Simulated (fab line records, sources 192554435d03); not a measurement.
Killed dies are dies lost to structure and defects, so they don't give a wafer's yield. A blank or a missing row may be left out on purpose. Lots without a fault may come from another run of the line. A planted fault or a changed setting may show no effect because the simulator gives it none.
Chamber matching | flow n5_finfet | N5_BEOL_M7_PECVD_70 on pecvd-02: 3 sister chambers
The step deposits SiO2 from TEOS/O2, target thk 20 nm, time 22.7 s. 3 wafers are shown with their chamber, then 8 later ones without.

WAFERS WITH THEIR CHAMBER
wafer  | chamber | throttle_valve_pct (%)
L087.5 | 1       | 21.4
L089.6 | 2       | 19.2
L092.1 | 0       | 20.9

WAFERS WITHOUT THEIR CHAMBER
wafer  | throttle_valve_pct (%)
L092.4 | 21.3
L092.6 | 20.8
L094.1 | 19.1
L094.2 | 21.2
L094.5 | 21.3
L096.1 | 21.4
L096.2 | 20.7
L096.6 | 21.2

WHICH CHAMBER EACH WENT THROUGH
wafer  | from the rows above     | in truth
L092.4 | 1                       | 1
L092.6 | 0                       | 0
L094.1 | 2                       | 2
L094.2 | can't be placed: 1 or 0 | 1
L094.5 | 1                       | 1
L096.1 | 1                       | 1
L096.2 | 0                       | 0
L096.6 | can't be placed: 1 or 0 | 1
Placed correctly: 6 of 8. Can't be placed from these rows: 2 (the true chamber is among the candidates in 2). Placed wrongly: 0.
How it was worked out, from the rows above alone: a wafer's distance from a chamber is the root of the sum, over the readings, of the square of ((its reading less the chamber's mean) divided by the reading's scatter). The wafer belongs to the nearest chamber; if the next one is less than 2 further off, it can't be placed. A chamber's mean is the mean of its shown wafers. The scatter: with one shown wafer a chamber, the root of the mean of the squares of how far each hidden wafer lies from its nearest shown one.
